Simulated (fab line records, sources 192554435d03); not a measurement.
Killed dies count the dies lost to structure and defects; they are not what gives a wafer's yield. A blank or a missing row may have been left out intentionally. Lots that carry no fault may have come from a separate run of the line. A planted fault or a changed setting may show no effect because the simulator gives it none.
fab line records + flow n5Finfet
record:
- lots: 6
- wafers: 16
- lastDay: 17
route steps=1938 shown HKMG_FIN@457 GATE_CUT@465 BEOL_M4@1111
lots that met no fault: from a run of the same line without faults
startH: start of the lot's first displayed wafer, in hours after the record's first day + waitH: how many hours have passed since the lot's step before this one + " repeats the value in the row above + L1.1+2: a single row standing in for several wafers + - either no value or no given start + * or withheld: withheld + < > ~ a bound
route shown NAME@n: a module of which the file shows steps, and the number in the route of the first + usual: mean and standard deviation over wafers with no fault + same: alike in all rows + chamber/n: place in a boat + sites: each site's reading + _std_site: their standard deviation + _edge_site: inner sites' mean taken away from outer sites' mean + radiusMm: for every site, how far away it sits from the centre of the wafer + mask NAME#n: copy n + behind: tool/chamber where the wafer was last shaped + hold: reason for holding the lot/hours on hold/outcome of the hold + device: names the non-switching transistor (n, p or np) + end of line: tests of these same wafers at the route's end + step lacking rows: just its recipe + killed: count of dies lost to structure and defects at first sort (not the wafer's yield) + map: shows each die of a wafer: x if killed, . if not, _ if none is there
set.NAME: the setting that was run; set.NAME@STEP: the one run at that earlier step + model.NAME: the simulator's own value behind a step, which no gauge read
lots at some steps of the route; a table a step, a row a wafer
services: a tool's chamber out of use, with start hour (startH, from the record's first day; less than 0 if before it), hours out, and reason
== steps ==
step: N5_HKMG_FIN_ALD_72
recipe:
- material: W
- targetThkA: 20
- tempC: 300
- pressureTorr: 7.5
- aldPrecursorFamily: WF6
- aldCoReactant: B2H6
- pulseTimeS: 1
- purgeTimeS: 2
- coReactantPurgeTimeS: 2
- coReactantPulseTimeS: 3
- aldCycles: 7
usual:
- heaterPowerW: 454/43
- precursorPulseHeightRel: 0.998/0.021
| lot.wafer | tool    | chamber | startH | waitH | heaterPowerW | precursorPulseHeightRel |
|-----------|---------|---------|--------|-------|--------------|-------------------------|
| L292.3    | cvdW-01 | 1       | 128.50 | 0.2   | 408          | 0.983                   |
| L292.5    | "       | 1       | "      | "     | 401          | 1.025                   |
| L294.2    | cvdW-01 | 0       | 141.87 | 0.2   | 452          | 0.982                   |
| L294.3    | "       | 1       | "      | "     | 397          | 1.017                   |
| L302.2    | cvdW-01 | 1       | 188.82 | 0.2   | 414          | 1.035                   |
| L302.3    | "       | 1       | "      | "     | 402          | 1.003                   |
| L302.6    | "       | 1       | "      | "     | 394          | 1.009                   |
| L303.2    | cvdW-01 | 1       | 197.32 | 0.2   | 409          | 0.986                   |
| L303.3    | "       | 0       | "      | "     | 448          | 0.984                   |
| L303.5    | "       | 0       | "      | "     | 446          | 0.979                   |
| L304.2    | cvdW-01 | 0       | 200.11 | 0.2   | 442          | 1.008                   |
| L304.3    | "       | 0       | "      | "     | 436          | 0.960                   |
| L304.4    | "       | 1       | "      | "     | 416          | 1.019                   |
| L305.1    | cvdW-01 | 0       | 207.12 | 0.2   | 439          | 1.016                   |
| L305.2    | "       | 1       | "      | "     | 402          | 0.988                   |
| L305.4    | "       | 1       | "      | "     | 416          | 0.981                   |
step: N5_HKMG_FIN_W_FILL_22
recipe:
- material: W
- targetThkA: 600
- tempC: 400
- pressureTorr: 39.4
- timeS: 18.2
usual:
- heaterPowerW: 810/78
- throttleValvePct: 19.9/1.3
| lot.wafer | tool    | chamber | startH | waitH | heaterPowerW | throttleValvePct |
|-----------|---------|---------|--------|-------|--------------|------------------|
| L292.3    | cvdW-01 | 1       | 128.55 | 0.0   | 721          | 19.1             |
| L292.5    | "       | 1       | "      | "     | 713          | 19.6             |
| L294.2    | cvdW-01 | 0       | 141.93 | 0.0   | 799          | 18.6             |
| L294.3    | "       | 1       | "      | "     | 743          | 19.2             |
| L302.2    | cvdW-01 | 1       | 188.88 | 0.0   | 718          | 19.6             |
| L302.3    | "       | 1       | "      | "     | 718          | 19.3             |
| L302.6    | "       | 1       | "      | "     | 717          | 19.4             |
| L303.2    | cvdW-01 | 1       | 197.38 | 0.0   | 699          | 19.6             |
| L303.3    | "       | 0       | "      | "     | 818          | 18.7             |
| L303.5    | "       | 0       | "      | "     | 785          | 18.5             |
| L304.2    | cvdW-01 | 0       | 200.17 | 0.0   | 799          | 18.7             |
| L304.3    | "       | 0       | "      | "     | 796          | 18.8             |
| L304.4    | "       | 1       | "      | "     | 712          | 19.5             |
| L305.1    | cvdW-01 | 0       | 207.19 | 0.0   | 822          | 18.9             |
| L305.2    | "       | 1       | "      | "     | 716          | 19.4             |
| L305.4    | "       | 1       | "      | "     | 728          | 19.3             |
step: N5_HKMG_FIN_PRECLEAN_83
recipe:
- chemistry: DIW
- timeS: 57.5
- tempC: 23
step: N5_HKMG_FIN_SRD_84
recipe:
- dryTimeS: 32
- dry: n2Spin
- spinRpm: 1500
step: N5_HKMG_FIN_CMP_23
recipe:
- stopOn: SiNx
- tOverpolishS: 10
- postCmpClean: rinseOnly
- downForcePsi: 4
- platenRpm: 50.289
- padVelocityMS: 1.0006
- targetThkNm: 46.326
usual:
- motorCurrentA: 11.9/1.8
- overpolishRunS: 10.000/0.0098
- retainingRingPressureFrac: 1.001/0.0044
- timeToEndpointS: 12.3/1.7
| lot.wafer | tool   | chamber | startH | waitH | motorCurrentA | overpolishRunS | retainingRingPressureFrac | timeToEndpointS |
|-----------|--------|---------|--------|-------|---------------|----------------|---------------------------|-----------------|
| L292.3    | cmp-03 | 0       | 128.90 | 0.2   | 9.1           | 10.020         | 1.004                     | 14.9            |
| L292.5    | "      | 3       | "      | "     | 14.1          | 9.983          | 0.996                     | 13.4            |
| L294.3    | cmp-02 | 2       | 142.04 | 0.0   | 13.9          | 9.989          | 1.005                     | 14.0            |
| L294.2    | "      | 1       | "      | "     | 14.3          | 10.019         | 0.985                     | 14.6            |
| L302.2    | cmp-01 | 0       | 188.99 | 0.0   | 9.4           | 10.008         | 0.994                     | 11.3            |
| L302.3    | "      | 2       | "      | "     | 12.1          | 10.006         | 0.999                     | 12.9            |
| L302.6    | "      | 1       | "      | "     | 12.2          | 9.992          | 0.998                     | 11.4            |
| L303.2    | cmp-02 | 2       | 197.49 | 0.0   | 13.1          | 9.993          | 0.997                     | 12.9            |
| L303.3    | "      | 0       | "      | "     | 9.9           | 10.004         | 0.997                     | 9.2             |
| L303.5    | "      | 3       | "      | "     | 11.4          | 10.015         | 1.001                     | 11.0            |
| L304.2    | cmp-01 | 0       | 200.28 | 0.0   | 8.3           | 9.987          | 1.008                     | 13.1            |
| L304.4    | "      | 1       | "      | "     | 12.0          | 10.003         | 0.999                     | 11.5            |
| L304.3    | "      | 3       | "      | "     | 13.5          | 10.003         | 1.003                     | 15.8            |
| L305.1    | cmp-02 | 3       | 207.29 | 0.0   | 11.6          | 10.000         | 0.999                     | 13.4            |
| L305.4    | "      | 0       | "      | "     | 10.9          | 10.001         | 1.001                     | 12.8            |
| L305.2    | "      | 2       | "      | "     | 13.6          | 9.997          | 1.009                     | 11.4            |
step: N5_HKMG_FIN_CMP_94
recipe:
- stopOn: SiNx
- postCmpClean: wDiluteNh4oh
- tOverpolishS: 4.7
- downForcePsi: 4
- platenRpm: 50.289
- padVelocityMS: 1.0006
- targetThkNm: 43.299
usual:
- motorCurrentA: 11.9/1.9
- retainingRingPressureFrac: 1.000/0.0049
| lot.wafer | tool   | chamber | startH | waitH | motorCurrentA | retainingRingPressureFrac |
|-----------|--------|---------|--------|-------|---------------|---------------------------|
| L292.3    | cmp-03 | 0       | 129.28 | 0.3   | 9.3           | 0.995                     |
| L292.5    | "      | 3       | "      | "     | 14.6          | 1.006                     |
| L294.3    | cmp-02 | 2       | 142.52 | 0.4   | 13.3          | 0.996                     |
| L294.2    | "      | 1       | "      | "     | 13.5          | 0.991                     |
| L302.2    | cmp-01 | 0       | 189.47 | 0.4   | 9.6           | 0.999                     |
| L302.3    | "      | 2       | "      | "     | 11.5          | 1.008                     |
| L302.6    | "      | 1       | "      | "     | 11.7          | 1.000                     |
| L303.2    | cmp-02 | 2       | 197.97 | 0.4   | 13.1          | 0.999                     |
| L303.3    | "      | 0       | "      | "     | 10.7          | 1.010                     |
| L303.5    | "      | 3       | "      | "     | 11.1          | 0.994                     |
| L304.2    | cmp-01 | 0       | 200.76 | 0.4   | 9.5           | 1.005                     |
| L304.4    | "      | 1       | "      | "     | 11.4          | 0.999                     |
| L304.3    | "      | 3       | "      | "     | 13.3          | 1.003                     |
| L305.1    | cmp-02 | 3       | 207.77 | 0.4   | 11.8          | 1.005                     |
| L305.4    | "      | 0       | "      | "     | 10.2          | 0.997                     |
| L305.2    | "      | 2       | "      | "     | 14.0          | 0.999                     |
step: N5_HKMG_FIN_INSPECT_28
recipe:
- inspectInstrument: darkfield
- mode: postCmp
usual:
- rawDefectCount: 44/17
| lot.wafer | tool             | chamber | startH | waitH | rawDefectCount |
|-----------|------------------|---------|--------|-------|----------------|
| L292.3    | defectInspect-01 | -       | 129.45 | 0.0   | 32             |
| L292.5    | "                | -       | "      | "     | 32             |
| L294.2    | defectInspect-02 | -       | 142.75 | 0.0   | 43             |
| L294.3    | "                | -       | "      | "     | 78             |
| L302.2    | defectInspect-02 | -       | 189.70 | 0.0   | 28             |
| L302.3    | "                | -       | "      | "     | 27             |
| L302.6    | "                | -       | "      | "     | 40             |
| L303.2    | defectInspect-02 | -       | 198.20 | 0.0   | 55             |
| L303.3    | "                | -       | "      | "     | 84             |
| L303.5    | "                | -       | "      | "     | 46             |
| L304.2    | defectInspect-02 | -       | 200.99 | 0.0   | 53             |
| L304.3    | "                | -       | "      | "     | 51             |
| L304.4    | "                | -       | "      | "     | 45             |
| L305.1    | defectInspect-01 | -       | 208.00 | 0.0   | 39             |
| L305.2    | "                | -       | "      | "     | 44             |
| L305.4    | "                | -       | "      | "     | 33             |
step: N5_GATE_CUT_ETCHBACK_00
recipe:
- chemistry: SF6/Cl2
- target: W
- pressureMtorr: 8
- icpW: 900
- biasW: 80
- SF6_flow_sccm: 40
- Cl2_flow_sccm: 60
step: N5_GATE_CUT_ETCH_56
recipe:
- chemistry: Cl2/Ar
- target: TiN
- targetDepthA: 216
- pressureMtorr: 10
- icpW: 600
- biasW: 60
- Cl2_flow_sccm: 40
- Ar_flow_sccm: 60
step: N5_GATE_CUT_ETCHBACK_30
recipe:
- chemistry: Cl2/Ar
- target: TiN
- targetDepthA: 30
- mode: isotropic
- pressureMtorr: 10
- icpW: 600
- biasW: 60
- Cl2_flow_sccm: 40
- Ar_flow_sccm: 60
step: N5_GATE_CUT_VAPOR_ETCH_60
recipe:
- chemistry: BCl3/Cl2
- target: HfO2
- mode: isotropic
usual:
- drypumpMotorCurrentA: 6.0/0.43
- oesProductAu: 0.78/0.079
| lot.wafer | tool        | chamber | startH | waitH | drypumpMotorCurrentA | oesProductAu |
|-----------|-------------|---------|--------|-------|----------------------|--------------|
| L292.3    | rieMetal-03 | 0       | 129.73 | 0.0   | 6.1                  | 0.67         |
| L292.5    | "           | 0       | "      | "     | 6.1                  | 0.66         |
| L294.2    | rieMetal-02 | 0       | 143.03 | 0.0   | 6.5                  | 0.72         |
| L294.3    | "           | 0       | "      | "     | 6.5                  | 0.72         |
| L302.2    | rieMetal-01 | 1       | 189.97 | 0.0   | 5.3                  | 0.78         |
| L302.3    | "           | 1       | "      | "     | 5.3                  | 0.76         |
| L302.6    | "           | 1       | "      | "     | 5.3                  | 0.77         |
| L303.2    | rieMetal-02 | 1       | 198.48 | 0.0   | 6.3                  | 0.75         |
| L303.3    | "           | 0       | "      | "     | 6.5                  | 0.71         |
| L303.5    | "           | 0       | "      | "     | 6.5                  | 0.70         |
| L304.2    | rieMetal-01 | 1       | 201.26 | 0.0   | 5.3                  | 0.77         |
| L304.3    | "           | 1       | "      | "     | 5.3                  | 0.76         |
| L304.4    | "           | 0       | "      | "     | 5.8                  | 0.91         |
| L305.1    | rieMetal-01 | 1       | 208.28 | 0.0   | 5.3                  | 0.77         |
| L305.2    | "           | 0       | "      | "     | 5.7                  | 0.89         |
| L305.4    | "           | 0       | "      | "     | 5.8                  | 0.90         |
step: N5_GATE_CUT_ETCH_58
recipe:
- chemistry: CH3F/O2
- target: SiNx
- targetDepthA: 170
- timeS: 128.6
- ionEnergyEv: 50
- pressureMtorr: 30
- sourceW: 415
- biasW: 21
- Ar_flow_sccm: 150
- CH3F_flow_sccm: 30
- O2_flow_sccm: 20
usual:
- CH3F_flow_sccm: 30.00/0.09
- biasW: 21.01/0.063
- drypumpMotorCurrentA: 5.8/0.5
- mfcArSccm: 150.0/0.46
- oesProductAu: 0.74/0.042
- rfVppV: 98.9/0.87
- showerheadPlenumPTorr: 1.98/0.059
- throttleValvePct: 16.46/0.2
| lot.wafer | tool       | chamber | startH | waitH | CH3F_flow_sccm | biasW | drypumpMotorCurrentA | mfcArSccm | oesProductAu | rfHoursCounterH | rfVppV | showerheadPlenumPTorr | throttleValvePct | model.etch.depthNm | model.SiNx_of_SDB_ALD_29.thkNm |
|-----------|------------|---------|--------|-------|----------------|-------|----------------------|-----------|--------------|-----------------|--------|-----------------------|------------------|--------------------|--------------------------------|
| L292.3    | rieDiel-02 | 2       | 129.89 | 0.1   | 30.07          | 21.07 | 5.6                  | 148.9     | 0.77         | 119             | 99.1   | 2.01                  | 16.08            | 17.09              | 24.6                           |
| L292.5    | "          | 0       | "      | "     | 29.91          | 21.05 | 6.0                  | 149.1     | 0.64         | -               | 98.9   | 1.98                  | 16.70            | 13.64              | 25                             |
| L294.2    | rieDiel-02 | 0       | 143.08 | 0.0   | 30.19          | 20.99 | 6.0                  | 149.6     | 0.62         | 204             | 98.7   | 1.98                  | 16.72            | 13.47              | 25.2                           |
| L294.3    | "          | 3       | "      | "     | 29.96          | 21.01 | 4.8                  | 150.2     | 0.74         | 173             | 98.9   | 2.00                  | 16.56            | 16.89              | 24.6                           |
| L302.2    | rieDiel-05 | 3       | 190.02 | 0.0   | 29.93          | 21.12 | 5.6                  | 149.4     | 0.70         | 201             | 98.7   | 1.98                  | 16.82            | 16.35              | 24.6                           |
| L302.3    | "          | 0       | "      | "     | 30.02          | 20.98 | 5.4                  | 149.9     | 0.68         | 216             | 100.4  | 1.97                  | 16.48            | 16.69              | 24.6                           |
| L302.6    | "          | 2       | "      | "     | 30.02          | 21.01 | 5.5                  | 150.3     | 0.69         | -               | 98.1   | 1.97                  | 16.36            | 16.46              | 24.8                           |
| L303.2    | rieDiel-04 | 0       | 198.53 | 0.0   | 30.00          | 21.06 | 6.1                  | 151.0     | 0.72         | 186             | 99.3   | 2.00                  | 16.53            | 16.87              | 24.6                           |
| L303.3    | "          | 1       | "      | "     | 30.04          | 21.19 | 6.6                  | 150.2     | 0.76         | 166             | 98.2   | 1.92                  | 16.47            | 17.08              | 24.6                           |
| L303.5    | "          | 2       | "      | "     | 29.87          | 21.02 | 5.5                  | 149.6     | 0.76         | -               | 100.0  | 2.07                  | 16.37            | 17.18              | 24.6                           |
| L304.2    | rieDiel-02 | 2       | 201.31 | 0.0   | 30.00          | 20.98 | 5.6                  | 149.9     | 0.75         | 143             | 99.6   | 2.00                  | 16.12            | 17.03              | 24.6                           |
| L304.3    | "          | 1       | "      | "     | 30.03          | 21.00 | 5.9                  | 149.7     | 0.94         | 12              | 100.6  | 2.14                  | 15.94            | 17.05              | 24.6                           |
| L304.4    | "          | 3       | "      | "     | 30.12          | 21.08 | 4.8                  | 151.0     | 0.74         | 191             | 98.3   | 2.00                  | 16.59            | 17.06              | 24.6                           |
| L305.1    | rieDiel-04 | 1       | 208.63 | 0.3   | 29.83          | 21.06 | 6.6                  | 149.9     | 0.75         | 168             | 97.1   | 1.91                  | 16.48            | 17.04              | 24.6                           |
| L305.2    | "          | 0       | "      | "     | 29.88          | 21.09 | 6.1                  | 150.2     | 0.72         | 189             | 100.3  | 1.99                  | 16.51            | 17                 | 24.4                           |
| L305.4    | "          | 2       | "      | "     | 29.99          | 20.91 | 5.5                  | 150.6     | 0.75         | 177             | 98.8   | 2.07                  | 16.40            | 17.1               | 24.6                           |
step: N5_GATE_CUT_STRIP_59
recipe:
- chemistry: N2/H2
- timeS: 20
- powerW: 100
- tempC: 40
- pressureMtorr: 100
- rfFrequencyHz: 6e+07
- biasPowerW: 3
- n2FlowSccm: 300
- h2FlowSccm: 300
step: N5_BEOL_M4_RC_MEAS_101
usual:
- DIBL_N: 36.3/1.2
- DIBL_P: 36.3/1.4
- IOFF_N: 0.157/0.02
- IOFF_P: 0.22/0.033
- ION_N: 675/9.6
- ION_P: 465/8.2
- SS_N: 71.4/0.45
- SS_P: 73.3/0.54
- VT_N: 249.8/2.5
- VT_P: -249/3.2
| lot.wafer | tool      | chamber | startH | waitH | DIBL_N[mV/V] | DIBL_P[mV/V] | IOFF_N[nA/um] | IOFF_P[nA/um] | ION_N[uA/um] | ION_P[uA/um] | SS_N[mV/dec] | SS_P[mV/dec] | VT_N[mV] | VT_P[mV] |
|-----------|-----------|---------|--------|-------|--------------|--------------|---------------|---------------|--------------|--------------|--------------|--------------|----------|----------|
| L292.3    | prober-01 | 0       | 248.23 | 0.3   | 38.6         | 37.0         | 0.182         | 0.26          | 688          | 477          | 71.7         | 73.7         | 249.2    | -246     |
| L292.5    | "         | 0       | "      | "     | 37.6         | 35.7         | 0.170         | 0.23          | 684          | 472          | 71.6         | 73.5         | 248.2    | -247     |
| L294.2    | prober-02 | 0       | 251.37 | 0.2   | 38.1         | 36.5         | 0.183         | 0.24          | 686          | 469          | 71.5         | 73.5         | 248.7    | -246     |
| L294.3    | "         | 0       | "      | "     | 35.5         | 33.5         | 0.134         | 0.19          | 676          | 458          | 70.9         | 72.8         | 252.8    | -252     |
| L302.2    | prober-01 | 0       | 299.91 | 0.2   | 35.5         | 34.6         | 0.132         | 0.16          | 658          | 449          | 70.8         | 73.6         | 253.1    | -259     |
| L302.3    | "         | 0       | "      | "     | 36.5         | 35.0         | 0.150         | 0.17          | 660          | 447          | 71.7         | 73.3         | 251.5    | -254     |
| L302.6    | "         | 0       | "      | "     | 35.5         | 34.3         | 0.132         | 0.16          | 661          | 449          | 71.6         | 74.4         | 254.8    | -259     |
| L303.2    | prober-02 | 0       | 300.73 | 0.3   | 35.4         | 37.1         | 0.135         | 0.20          | 657          | 460          | 70.9         | 73.3         | 252.2    | -251     |
| L303.3    | "         | 0       | "      | "     | 35.1         | 36.5         | 0.133         | 0.19          | 666          | 462          | 70.9         | 72.7         | 251.8    | -251     |
| L303.5    | "         | 0       | "      | "     | 35.0         | 36.3         | 0.129         | 0.20          | 663          | 465          | 71.1         | 72.6         | 252.5    | -251     |
| L304.2    | prober-02 | 0       | 309.13 | 0.2   | 37.2         | 37.4         | 0.182         | 0.25          | 679          | 463          | 71.3         | 73.4         | 245.6    | -245     |
| L304.3    | "         | 0       | "      | "     | 35.6         | 35.7         | 0.150         | 0.21          | 669          | 466          | 70.6         | 73.3         | 248.5    | -246     |
| L304.4    | "         | 0       | "      | "     | 37.5         | 37.6         | 0.181         | 0.25          | 678          | 466          | 71.4         | 73.6         | 247.2    | -247     |
| L305.1    | prober-02 | 0       | 315.03 | 0.0   | 35.3         | 34.1         | 0.138         | 0.21          | 673          | 469          | 70.9         | 74.0         | 251.2    | -247     |
| L305.2    | "         | 0       | "      | "     | 36.9         | 36.3         | 0.167         | 0.25          | 680          | 475          | 71.6         | 73.2         | 248.0    | -246     |
| L305.4    | "         | 0       | "      | "     | 37.5         | 36.9         | 0.182         | 0.25          | 687          | 470          | 71.6         | 74.2         | 248.5    | -246     |
== services ==
| tool       | chamber | startH | hours | kind                          |
|------------|---------|--------|-------|-------------------------------|
| cmp-01     | -       | 122.73 | 1.6   | repair                        |
| cmp-01     | -       | 132.47 | 1.0   | repair                        |
| cmp-03     | -       | 133.15 | 4.0   | pm                            |
| cmp-03     | -       | 137.15 | -     | consumableReplace:conditioner |
| cmp-03     | -       | 137.15 | -     | consumableReplace:pad         |
| rieDiel-02 | 1       | 137.73 | -     | clean                         |
| rieDiel-02 | 1       | 137.73 | -     | consumableReplace:focusRing   |
| rieDiel-02 | 1       | 137.73 | -     | consumableReplace:showerhead  |
| rieDiel-02 | -       | 139.51 | 0.9   | repair                        |
| cmp-03     | -       | 139.82 | 3.8   | repair                        |
| cvdW-01    | 0       | 143.48 | 6.9   | repair                        |
| cmp-01     | -       | 151.87 | 0.2   | repair                        |
| cmp-02     | -       | 174.22 | 1.1   | repair                        |
| cmp-03     | -       | 186.94 | 8.3   | pm                            |
| cvdW-01    | -       | 201.98 | 0.7   | repair                        |
| rieDiel-02 | 0       | 202.66 | 7.8   | repair                        |
| rieDiel-02 | 2       | 206.69 | 6.6   | repair                        |
== key ==
firstSign:
- step: N5_GATE_CUT_ETCH_58
- reading: oesProductAu
- direction: down
- sigmas: 2.6
- usual: 0.74
- struck: 0.63
effect none on later readings
modelEffect:
- step: N5_GATE_CUT_ETCH_58
- value: etch.depthNm
- without: 16.76
- struck: 13.55
metAt N5_GATE_CUT_ETCH_58
struckWafers L292.5,L294.2
fault:
- kind: processParameterDrift
- tool: rieDiel-02
- chamber: -
- onsetH: 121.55
- steps: N5_GATE_CUT_ETCH_58
- channel: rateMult
- offset: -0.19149
- shape: step
- endH: 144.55
- scope: struckWafersOnly
